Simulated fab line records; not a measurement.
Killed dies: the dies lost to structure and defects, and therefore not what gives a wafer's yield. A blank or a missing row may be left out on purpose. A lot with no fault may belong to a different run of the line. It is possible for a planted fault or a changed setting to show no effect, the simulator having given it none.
Chamber matching    flow nand harc    NHARC_P_ZERO_WELL_DESCUM_13 on rie diel-12: 4 sister chambers
The step chemistry O2, time 3 s. 20 wafers are shown with their chamber, then 10 later ones without.

## WAFERS WITH THEIR CHAMBER
wafer   chamber  showerhead plenum p Torr (Torr)  oes product au (a.u.)  drypump motor current A (A)
L076.4  1        1.79                             0.995                  5.7
L076.5  1        1.79                             0.995                  5.7
L076.6  2        1.92                             1.016                  5.6
L079.1  3        1.86                             1.008                  5.8
L079.3  1        1.79                             0.986                  5.7
L079.6  2        1.92                             1.024                  5.6
L080.2  0        1.84                             0.998                  5.7
L080.3  1        1.79                             0.984                  5.7
L080.4  2        1.92                             1.028                  5.6
L081.2  3        1.86                             1.006                  5.8
L081.4  2        1.92                             1.022                  5.6
L081.5  1        1.79                             0.983                  5.6
L085.2  1        1.79                             0.997                  5.6
L085.3  2        1.92                             1.022                  5.6
L085.4  3        1.86                             1.013                  5.8
L087.1  3        1.86                             1.011                  5.8
L087.4  1        1.79                             0.995                  5.7
L087.5  3        1.85                             1.010                  5.8
L089.3  2        1.92                             1.020                  5.7
L089.4  1        1.79                             0.988                  5.6

SIGNATURES (averages over the wafers above)
reading                   chamber 0  chamber 1  chamber 2  chamber 3  scatter within a chamber
showerhead plenum p Torr  1.8400     1.7900     1.9200     1.8580     0.00224
oes product au            0.99800    0.99038    1.02200    1.00960    0.00459
drypump motor current A   5.700      5.662      5.617      5.800      0.0411
Rule: distance of a wafer from a chamber = root of the sum over the readings of ((wafer's reading minus chamber's mean) / reading's scatter) squared. If the next closest chamber is less than 2 further off than the closest, the wafer can't be placed; otherwise it belongs to the closest. How the scatter is found: for the shown wafers, subtract from each reading the mean of its chamber, square and add these, divide the total by (wafers less chambers), then take the root.

## WAFERS MISSING THEIR CHAMBER
wafer   showerhead plenum p Torr (Torr)  oes product au (a.u.)  drypump motor current A (A)
L089.5  1.92                             1.020                  5.7
L090.1  1.84                             0.995                  5.8
L090.5  1.84                             1.002                  5.8
L090.6  1.79                             0.991                  5.7
L092.1  1.92                             1.012                  5.7
L092.2  1.84                             0.992                  5.8
L092.5  1.79                             0.996                  5.6
L097.3  1.85                             1.007                  5.8
L097.5  1.79                             0.990                  5.6
L097.6  1.92                             1.007                  5.6

## EACH ONE'S CHAMBER
wafer   from the rows above      in truth
L089.5  2                        2
L090.1  0                        0
L090.5  0                        0
L090.6  1                        1
L092.1  2                        2
L092.2  0                        0
L092.5  1                        1
L097.3  can't be placed: 3 or 0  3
L097.5  1                        1
L097.6  2                        2
Placed correctly: 9 of 10. Not placeable from these rows: 1 (in 1, the candidates include the true chamber). 0 placed wrongly.
